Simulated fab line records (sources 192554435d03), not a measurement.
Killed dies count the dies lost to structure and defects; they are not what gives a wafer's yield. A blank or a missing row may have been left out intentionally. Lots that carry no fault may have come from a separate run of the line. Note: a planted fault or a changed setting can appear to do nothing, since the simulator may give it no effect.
Chamber matching / flow n5Finfet / N5_BEOL_M0_SAQP_ETCH_102 on rieSi-02 has 4 sister chambers
The step etches SiO2 in CF4, target depth 4 nm, time 4.4 s. 8 wafers are shown with their chamber, then 9 later ones without.

WAFERS, EACH WITH ITS CHAMBER
wafer=L186.1; chamber=2; throttleValvePct (%)=21.6; drypumpMotorCurrentA (A)=5.8
wafer=L187.2; chamber=2; throttleValvePct (%)=21.6; drypumpMotorCurrentA (A)=5.9
wafer=L190.3; chamber=3; throttleValvePct (%)=21.5; drypumpMotorCurrentA (A)=5.3
wafer=L192.2; chamber=3; throttleValvePct (%)=21.5; drypumpMotorCurrentA (A)=5.3
wafer=L192.6; chamber=0; throttleValvePct (%)=22.6; drypumpMotorCurrentA (A)=5.4
wafer=L194.1; chamber=1; throttleValvePct (%)=22.1; drypumpMotorCurrentA (A)=5.7
wafer=L194.5; chamber=0; throttleValvePct (%)=22.5; drypumpMotorCurrentA (A)=5.4
wafer=L194.6; chamber=1; throttleValvePct (%)=22.1; drypumpMotorCurrentA (A)=5.7

WAFERS MISSING THEIR CHAMBER
wafer=L195.1; throttleValvePct (%)=21.6; drypumpMotorCurrentA (A)=5.9
wafer=L195.2; throttleValvePct (%)=22.6; drypumpMotorCurrentA (A)=5.4
wafer=L195.5; throttleValvePct (%)=21.5; drypumpMotorCurrentA (A)=5.3
wafer=L196.2; throttleValvePct (%)=21.6; drypumpMotorCurrentA (A)=5.9
wafer=L196.4; throttleValvePct (%)=22.5; drypumpMotorCurrentA (A)=5.4
wafer=L196.6; throttleValvePct (%)=22.5; drypumpMotorCurrentA (A)=5.4
wafer=L197.3; throttleValvePct (%)=22.1; drypumpMotorCurrentA (A)=5.7
wafer=L197.5; throttleValvePct (%)=22.1; drypumpMotorCurrentA (A)=5.7
wafer=L197.6; throttleValvePct (%)=22.5; drypumpMotorCurrentA (A)=5.4

THE CHAMBER EACH PASSED THROUGH
wafer=L195.1; from the rows above=2; in truth=2
wafer=L195.2; from the rows above=0; in truth=0
wafer=L195.5; from the rows above=3; in truth=3
wafer=L196.2; from the rows above=2; in truth=2
wafer=L196.4; from the rows above=0; in truth=0
wafer=L196.6; from the rows above=0; in truth=0
wafer=L197.3; from the rows above=1; in truth=1
wafer=L197.5; from the rows above=1; in truth=1
wafer=L197.6; from the rows above=0; in truth=0
Placed correctly: 9 of 9. Not placeable from these rows: 0. Number placed wrongly: 0.
How it was worked out, from the rows above alone: a wafer's distance from a chamber is the root of the sum, over the readings, of the square of ((its reading less the chamber's mean) divided by the reading's scatter). The wafer belongs to the nearest chamber; if the next one is less than 2 further off, it can't be placed. Each chamber's mean is taken over the wafers shown for it. The scatter: take each reading less its chamber's mean, square it, sum over the shown wafers, divide by the number of wafers less the number of chambers, and take the root.
